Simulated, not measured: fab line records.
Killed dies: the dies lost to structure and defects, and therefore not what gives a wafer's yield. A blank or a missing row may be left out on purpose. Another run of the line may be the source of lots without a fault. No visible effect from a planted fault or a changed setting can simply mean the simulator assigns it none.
fab line records ; flow n5Finfet
record lots=6; wafers=18; lastDay=16
route steps=1938 shown BEOL_M8@1362
lots untouched by any fault: they come from a run of this same line in which no faults occurred
startH: the number of hours between the record's first day and the start of the first shown wafer of the lot ; waitH: hours from the lot's prior step to this one ; " repeats the value in the row above ; L1.1+2: one row covering several wafers at once ; - no value, or no start given ; * or withheld: withheld ; < > ~ a bound
route shown NAME@n: NAME is a module with steps in the file, n the number in the route of the first one ; usual: the fault-free wafers' mean and standard deviation ; same: alike in all rows ; chamber/n: place in a boat ; sites: the reading at each site ; _std_site: how widely they spread, as a standard deviation ; _edge_site: inner sites' mean taken away from outer sites' mean ; radiusMm: for every site, how far away it sits from the centre of the wafer ; mask NAME#n: copy n ; behind: the most recent tool/chamber to have shaped the wafer ; hold: cause of the lot's hold/its duration in hours/its outcome ; device: transistor that didn't switch, given as n, p or np ; end of line: tests of these same wafers at the route's end ; a step without rows: its recipe alone ; killed: dies that structure and defects cost at the first sort, which is not the same as the wafer's yield ; map: per-die view of a wafer (x killed, . not killed, _ where there is no die)
set.NAME: the setting as run; set.NAME@STEP: as run at that earlier step ; model.NAME: the simulator's own value behind a step, which no gauge read
lots at some steps of the route; a table a step, a row a wafer
services: a tool's chamber out of use, with start hour (startH, from the record's first day; less than 0 if before it), hours out, and reason
## steps
# step N5_BEOL_M8_EXPOSE_25
# recipe maskId=V7; na=0.33; sourceShape=annular; sigmaInner=0.4; sigmaOuter=0.8; polarization=unpolarized; targetCdNm=40; doseMj=42.5
# step N5_BEOL_M8_PEB_26
# recipe pebTempC=100; pebTimeS=60; resist=CAR-EUV
# step N5_BEOL_M8_DEVELOP_27
# recipe developTimeS=30; developer=TMAH; resist=CAR-EUV; rinseLiquid=surfactantRinse; dry=airSpin; devTempC=23
# step N5_BEOL_M8_CD_MEAS_28
# recipe targetCdNm=40; landingEnergyEv=500; detector=seInlens
# usual cdNm=40.11/0.3
lot.wafer;tool;chamber;startH;waitH;cdNm
L871.1;cdSem-01;0;234.30;-;40.37
L871.3;cdSem-01;0;234.30;-;40.21
L871.5;cdSem-01;0;234.30;-;39.94
L872.1;cdSem-03;0;249.64;-;40.15
L872.2;cdSem-03;0;249.64;-;40.58
L872.3;cdSem-03;0;249.64;-;40.08
L874.2;cdSem-02;0;257.33;-;40.28
L874.4;cdSem-02;0;257.33;-;40.02
L874.6;cdSem-02;0;257.33;-;39.76
L877.2;cdSem-03;0;265.53;-;39.89
L877.3;cdSem-03;0;265.53;-;40.55
L877.6;cdSem-03;0;265.53;-;40.23
L884.1;cdSem-01;0;298.53;-;40.09
L884.2;cdSem-01;0;298.53;-;40.17
L884.6;cdSem-01;0;298.53;-;40.44
L887.2;cdSem-03;0;322.74;-;40.06
L887.3;cdSem-03;0;322.74;-;40.68
L887.6;cdSem-03;0;322.74;-;40.86
# step N5_BEOL_M8_OVL_MEAS_29
# recipe pointsPerWafer=522
# usual V7_OVL=0.7/0.6
lot.wafer;tool;chamber;startH;waitH;V7_OVL[nm]
L871.1;overlay-02;0;234.33;0.0;0.3
L871.3;overlay-02;0;234.33;0.0;0.4
L871.5;overlay-02;0;234.33;0.0;-0.1
L872.1;overlay-02;0;249.67;0.0;1.1
L872.2;overlay-02;0;249.67;0.0;1.0
L872.3;overlay-02;0;249.67;0.0;1.8
L874.2;overlay-01;0;257.36;0.0;0.3
L874.4;overlay-01;0;257.36;0.0;0.1
L874.6;overlay-01;0;257.36;0.0;0.5
L877.2;overlay-02;0;265.57;0.0;1.0
L877.3;overlay-02;0;265.57;0.0;0.6
L877.6;overlay-02;0;265.57;0.0;0.7
L884.1;overlay-01;0;298.56;0.0;0.8
L884.2;overlay-01;0;298.56;0.0;0.7
L884.6;overlay-01;0;298.56;0.0;0.0
L887.2;overlay-01;0;322.78;0.0;0.0
L887.3;overlay-01;0;322.78;0.0;0.2
L887.6;overlay-01;0;322.78;0.0;0.5
# step N5_BEOL_M8_INSPECT_30
# recipe mode=adi; inspectInstrument=brightfield
# usual rawDefectCount=425/110
lot.wafer;tool;chamber;startH;waitH;rawDefectCount
L871.1;defectInspect-02;-;234.39;0.1;379
L871.3;defectInspect-02;-;234.39;0.1;429
L871.5;defectInspect-02;-;234.39;0.1;406
L872.1;defectInspect-01;-;249.73;0.1;446
L872.2;defectInspect-01;-;249.73;0.1;363
L872.3;defectInspect-01;-;249.73;0.1;499
L874.2;defectInspect-02;-;257.41;0.0;411
L874.4;defectInspect-02;-;257.41;0.0;382
L874.6;defectInspect-02;-;257.41;0.0;482
L877.2;defectInspect-02;-;265.62;0.0;306
L877.3;defectInspect-02;-;265.62;0.0;294
L877.6;defectInspect-02;-;265.62;0.0;265
L884.1;defectInspect-01;-;298.92;0.3;359
L884.2;defectInspect-01;-;298.92;0.3;481
L884.6;defectInspect-01;-;298.92;0.3;340
L887.2;defectInspect-02;-;322.83;0.0;649
L887.3;defectInspect-02;-;322.83;0.0;630
L887.6;defectInspect-02;-;322.83;0.0;610
# step N5_BEOL_M8_DESCUM_33
# recipe chemistry=O2; timeS=7; sourcePowerW=50; biasPowerW=20; pressureMtorr=20; rfFrequencyHz=2.712e+07; tempC=40; resist=CAR-EUV; o2FlowSccm=225
# usual drypumpMotorCurrentA=5.6/0.34; o2FlowSccm=225.1/0.69; oesProductAu=0.80/0.077; rfVppV=243.5/1.3; showerheadPlenumPTorr=2.12/0.055; throttleValvePct=20.45/0.28
lot.wafer;tool;chamber;startH;waitH;drypumpMotorCurrentA;o2FlowSccm;oesProductAu;rfHoursCounterH;rfVppV;showerheadPlenumPTorr;throttleValvePct
L871.1;rieDiel-06;0;234.73;0.3;5.6;225.3;0.81;72;241.5;2.01;19.82
L871.3;rieDiel-06;2;234.73;0.3;5.7;223.8;0.81;108;244.1;2.09;20.52
L871.5;rieDiel-06;0;234.73;0.3;5.6;226.5;0.81;-;241.6;2.01;19.82
L872.1;rieDiel-01;2;249.77;0.0;5.8;225.4;0.93;13;245.7;2.22;20.52
L872.2;rieDiel-01;0;249.77;0.0;5.1;224.7;0.83;59;243.7;2.14;20.42
L872.3;rieDiel-01;1;249.77;0.0;5.6;224.0;0.72;222;244.2;2.16;20.92
L874.2;rieDiel-01;1;257.45;0.0;5.6;224.3;0.72;225;244.4;2.16;20.92
L874.4;rieDiel-01;2;257.45;0.0;5.8;224.9;0.93;16;245.1;2.21;20.52
L874.6;rieDiel-01;2;257.45;0.0;5.9;224.6;0.93;-;246.0;2.22;20.51
L877.2;rieDiel-01;1;265.81;0.2;5.6;225.3;0.71;228;243.6;2.16;20.93
L877.3;rieDiel-01;2;265.81;0.2;5.8;226.1;0.92;18;245.6;2.21;20.53
L877.6;rieDiel-01;1;265.81;0.2;5.6;225.1;0.71;-;244.4;2.16;20.92
L884.1;rieDiel-04;1;299.08;0.2;5.4;225.7;0.67;255;243.3;2.07;20.43
L884.2;rieDiel-04;3;299.08;0.2;6.2;225.8;0.76;122;240.5;2.02;20.34
L884.6;rieDiel-04;3;299.08;0.2;6.2;226.1;0.76;-;242.1;2.02;20.31
L887.2;rieDiel-04;0;323.19;0.4;6.2;224.5;0.80;90;243.9;2.12;20.28
L887.3;rieDiel-04;3;323.19;0.4;6.1;224.2;0.75;132;241.3;2.01;20.33
L887.6;rieDiel-04;3;323.19;0.4;6.2;225.3;0.75;-;242.2;2.01;20.33
# step N5_BEOL_M8_ETCH_72
# recipe chemistry=N2/H2; target=underlayer; targetDepthA=65; maskMaterial=CAR-EUV; timeS=5.2; ionEnergyEv=200; pressureMtorr=30; sourceW=840; biasW=150; n2FlowSccm=200; h2FlowSccm=200; ends=cleared
# usual drypumpMotorCurrentA=5.7/0.34; etchRfOnTimeS=5.19/0.19; oesProductAu=0.68/0.065; rfVppV=524.8/2.4; showerheadPlenumPTorr=2.58/0.078; throttleValvePct=17.91/0.27
lot.wafer;tool;chamber;startH;waitH;drypumpMotorCurrentA;etchRfOnTimeS;oesProductAu;rfHoursCounterH;rfVppV;showerheadPlenumPTorr;throttleValvePct
L871.1;rieDiel-06;0;234.77;0.0;5.6;5.35;0.67;72;520.1;2.50;17.74
L871.3;rieDiel-06;2;234.77;0.0;5.6;4.81;0.70;108;525.2;2.54;17.90
L871.5;rieDiel-06;0;234.77;0.0;5.6;5.36;0.68;-;521.9;2.50;17.75
L872.1;rieDiel-01;2;249.80;0.0;5.8;5.46;0.79;13;529.4;2.72;17.98
L872.2;rieDiel-01;0;249.80;0.0;5.2;4.98;0.73;59;526.0;2.62;17.99
L872.3;rieDiel-01;1;249.80;0.0;5.6;5.37;0.60;222;524.9;2.63;18.43
L874.2;rieDiel-01;1;257.48;0.0;5.6;5.30;0.60;225;524.7;2.63;18.42
L874.4;rieDiel-01;2;257.48;0.0;5.8;5.45;0.77;16;528.0;2.72;18.00
L874.6;rieDiel-01;2;257.48;0.0;5.8;5.49;0.78;-;527.9;2.72;17.99
L877.2;rieDiel-01;1;265.84;0.0;5.6;5.38;0.59;228;528.1;2.63;18.43
L877.3;rieDiel-01;2;265.84;0.0;5.8;5.47;0.77;18;527.9;2.71;18.01
L877.6;rieDiel-01;1;265.84;0.0;5.6;5.37;0.60;-;525.5;2.63;18.44
L884.1;rieDiel-04;1;299.11;0.0;5.4;5.38;0.57;255;521.9;2.49;17.70
L884.2;rieDiel-04;3;299.11;0.0;6.2;5.32;0.64;122;522.0;2.43;17.63
L884.6;rieDiel-04;3;299.11;0.0;6.1;5.21;0.64;-;520.2;2.43;17.65
L887.2;rieDiel-04;0;323.22;0.0;6.2;5.02;0.70;90;525.4;2.58;17.74
L887.3;rieDiel-04;3;323.22;0.0;6.2;5.22;0.63;132;522.4;2.43;17.64
L887.6;rieDiel-04;3;323.22;0.0;6.2;5.20;0.63;-;521.9;2.43;17.68
# step N5_BEOL_M8_ETCH_65
# recipe chemistry=CF4; target=SiARC; targetDepthA=156; maskMaterial=CAR-EUV; timeS=26; ionEnergyEv=80; pressureMtorr=40; sourceW=545; biasW=36; Ar_flow_sccm=100; cf4FlowSccm=100; ends=cleared
# usual drypumpMotorCurrentA=5.6/0.34; etchRfOnTimeS=26.0/0.93; oesProductAu=0.68/0.066; rfVppV=184.4/1.1; showerheadPlenumPTorr=2.17/0.061; throttleValvePct=15.62/0.22
lot.wafer;tool;chamber;startH;waitH;drypumpMotorCurrentA;etchRfOnTimeS;oesProductAu;rfHoursCounterH;rfVppV;showerheadPlenumPTorr;throttleValvePct
L871.1;rieDiel-06;0;234.78;0.0;5.6;27.2;0.68;72;183.3;2.08;15.23
L871.3;rieDiel-06;2;234.78;0.0;5.7;24.4;0.70;108;183.4;2.17;15.86
L871.5;rieDiel-06;0;234.78;0.0;5.6;27.1;0.68;-;182.6;2.08;15.22
L872.1;rieDiel-01;2;249.82;0.0;5.9;27.1;0.78;13;185.6;2.29;15.73
L872.2;rieDiel-01;0;249.82;0.0;5.1;24.6;0.73;59;185.7;2.18;15.53
L872.3;rieDiel-01;1;249.82;0.0;5.5;26.4;0.61;222;184.1;2.20;16.00
L874.2;rieDiel-01;1;257.50;0.0;5.6;26.6;0.60;225;184.8;2.20;16.01
L874.4;rieDiel-01;2;257.50;0.0;5.9;27.1;0.77;16;186.4;2.29;15.74
L874.6;rieDiel-01;2;257.50;0.0;5.9;27.1;0.77;-;184.8;2.29;15.75
L877.2;rieDiel-01;1;265.86;0.0;5.6;26.4;0.60;228;185.4;2.20;16.01
L877.3;rieDiel-01;2;265.86;0.0;5.8;27.3;0.76;18;184.2;2.29;15.76
L877.6;rieDiel-01;1;265.86;0.0;5.6;26.4;0.60;-;184.6;2.20;16.01
L884.1;rieDiel-04;1;299.13;0.0;5.4;26.6;0.57;255;183.3;2.11;15.69
L884.2;rieDiel-04;3;299.13;0.0;6.1;26.4;0.64;122;183.6;2.06;15.47
L884.6;rieDiel-04;3;299.13;0.0;6.1;26.4;0.64;-;183.6;2.06;15.45
L887.2;rieDiel-04;0;323.24;0.0;6.2;25.5;0.70;90;185.9;2.16;15.36
L887.3;rieDiel-04;3;323.24;0.0;6.2;26.4;0.63;132;184.8;2.05;15.47
L887.6;rieDiel-04;3;323.24;0.0;6.2;26.5;0.63;-;182.2;2.05;15.48
# step N5_BEOL_M8_ETCH_66
# recipe chemistry=N2/H2; target=SOC; targetDepthA=800; overetchA=160; maskMaterial=SiARC; tempC=40; timeS=120; ionEnergyEv=200; pressureMtorr=30; sourceW=840; biasW=150; n2FlowSccm=200; h2FlowSccm=200
# usual drypumpMotorCurrentA=5.7/0.33; oesProductAu=0.61/0.058; rfVppV=524.8/2; showerheadPlenumPTorr=2.58/0.078; throttleValvePct=17.87/0.27
lot.wafer;tool;chamber;startH;waitH;drypumpMotorCurrentA;oesProductAu;rfHoursCounterH;rfVppV;showerheadPlenumPTorr;throttleValvePct
L871.1;rieDiel-06;0;234.81;0.0;5.6;0.62;72;522.4;2.50;17.72
L871.3;rieDiel-06;2;234.81;0.0;5.7;0.61;108;523.3;2.54;17.85
L871.5;rieDiel-06;0;234.81;0.0;5.6;0.62;-;521.5;2.50;17.71
L872.1;rieDiel-01;2;249.85;0.0;5.8;0.72;13;527.8;2.72;17.96
L872.2;rieDiel-01;0;249.85;0.0;5.1;0.63;59;524.8;2.62;17.93
L872.3;rieDiel-01;1;249.85;0.0;5.6;0.55;222;526.8;2.63;18.39
L874.2;rieDiel-01;1;257.53;0.0;5.6;0.54;225;525.4;2.63;18.40
L874.4;rieDiel-01;2;257.53;0.0;5.8;0.70;16;527.0;2.72;17.96
L874.6;rieDiel-01;2;257.53;0.0;5.8;0.71;-;528.9;2.72;17.97
L877.2;rieDiel-01;1;265.89;0.0;5.6;0.54;228;525.4;2.63;18.40
L877.3;rieDiel-01;2;265.89;0.0;5.8;0.70;18;529.1;2.71;17.95
L877.6;rieDiel-01;1;265.89;0.0;5.6;0.55;-;525.5;2.63;18.41
L884.1;rieDiel-04;1;299.16;0.0;5.4;0.52;255;522.9;2.49;17.65
L884.2;rieDiel-04;3;299.16;0.0;6.2;0.58;122;521.1;2.43;17.60
L884.6;rieDiel-04;3;299.16;0.0;6.2;0.58;-;521.9;2.43;17.60
L887.2;rieDiel-04;0;323.27;0.0;6.2;0.62;90;524.1;2.58;17.71
L887.3;rieDiel-04;3;323.27;0.0;6.2;0.58;132;521.1;2.43;17.61
L887.6;rieDiel-04;3;323.27;0.0;6.1;0.57;-;520.9;2.43;17.60
# step N5_BEOL_M8_STRIP_69
# recipe chemistry=N2/H2; tempC=40; n2FlowSccm=200; h2FlowSccm=200; rfFrequencyHz=6e+07
# step N5_BEOL_M8_STRIP_73
# recipe chemistry=N2/H2; tempC=40; n2FlowSccm=200; h2FlowSccm=200; rfFrequencyHz=6e+07
# step N5_BEOL_M8_VIA_ETCH_34
# recipe chemistry=C4F6/O2; target=SiCOH_lowk; targetDepthA=1255; maskMaterial=SOC; taperDeg=4; timeS=50.5; ionEnergyEv=250; pressureMtorr=30; sourceW=345; biasW=185; Ar_flow_sccm=300; C4F6_flow_sccm=10; O2_flow_sccm=10
# usual drypumpMotorCurrentA=5.7/0.33; oesProductAu=0.80/0.076; rfVppV=670/19; showerheadPlenumPTorr=2.88/0.08; throttleValvePct=20.90/0.24
lot.wafer;tool;chamber;startH;waitH;drypumpMotorCurrentA;oesProductAu;rfHoursCounterH;rfVppV;showerheadPlenumPTorr;throttleValvePct;model.etch.depthNm;model.SOC_of_BEOL_M8_COAT_63.thkNm
L871.1;rieDiel-06;0;234.91;0.0;5.5;0.81;72;711;2.77;20.50;124.4;54.2
L871.3;rieDiel-06;2;234.91;0.0;5.7;0.82;108;672;2.89;21.21;131.9;53.6
L871.5;rieDiel-06;0;234.91;0.0;5.5;0.81;-;709;2.77;20.49;124.8;54.2
L872.1;rieDiel-01;2;249.95;0.0;5.8;0.92;13;668;3.07;21.30;122;54.2
L872.2;rieDiel-01;0;249.95;0.0;5.2;0.84;59;643;2.87;20.66;128.3;53.8
L872.3;rieDiel-01;1;249.95;0.0;5.6;0.72;222;684;2.90;21.14;124.8;54
L874.2;rieDiel-01;1;257.63;0.0;5.6;0.71;225;684;2.90;21.15;123.6;54.2
L874.4;rieDiel-01;2;257.63;0.0;5.9;0.91;16;669;3.07;21.29;122;54.2
L874.6;rieDiel-01;2;257.63;0.0;5.8;1.13;-;669;3.07;21.35;171.3;51.8
L877.2;rieDiel-01;1;265.99;0.0;5.5;0.71;228;683;2.90;21.14;124.3;53.8
L877.3;rieDiel-01;2;265.99;0.0;5.9;0.90;18;668;3.07;21.29;121.3;54.2
L877.6;rieDiel-01;1;265.99;0.0;5.6;0.89;-;682;2.90;21.22;175.6;51.4
L884.1;rieDiel-04;1;299.26;0.0;5.4;0.66;255;684;2.81;20.87;121.3;54.2
L884.2;rieDiel-04;3;299.26;0.0;6.1;0.75;122;670;2.77;20.94;122.7;54
L884.6;rieDiel-04;3;299.26;0.0;6.1;0.74;-;670;2.77;20.95;123;54.4
L887.2;rieDiel-04;0;323.37;0.0;6.2;0.81;90;691;2.86;20.60;126.7;53.6
L887.3;rieDiel-04;3;323.37;0.0;6.2;0.74;132;670;2.77;20.97;122;54.2
L887.6;rieDiel-04;3;323.37;0.0;6.1;0.74;-;671;2.77;20.97;122.2;54
# step N5_BEOL_M8_STRIP_76
# recipe chemistry=C4F6/O2; resist=SiARC; rfFrequencyHz=6e+07
## services
tool;chamber;startH;hours;kind
rieDiel-06;3;242.09;1.5;repair
rieDiel-06;0;242.48;1.3;repair
rieDiel-04;0;276.72;15.8;repair
rieDiel-04;3;290.02;5.1;repair
rieDiel-04;2;293.54;9.1;repair
rieDiel-04;1;302.68;-;clean
rieDiel-04;1;302.68;-;consumableReplace:focusRing
rieDiel-04;1;302.68;12.8;scheduledDown
rieDiel-04;1;302.68;12.8;ventCycle
## key
firstSign step=N5_BEOL_M8_VIA_ETCH_34; reading=oesProductAu; direction=up; sigmas=2.8; usual=0.80; struck=1.01
effect none on later readings
modelEffect step=N5_BEOL_M8_VIA_ETCH_34; value=etch.depthNm; without=123.4; struck=173.4
metAt N5_BEOL_M8_VIA_ETCH_34
struckWafers L874.6,L877.6
onsetBetween 249.95 257.63
fault kind=processParameterDrift; tool=rieDiel-01; chamber=-; onsetH=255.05; steps=N5_BEOL_M8_VIA_ETCH_34; channel=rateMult; offset=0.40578; shape=step; endH=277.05; scope=struckWafersOnly
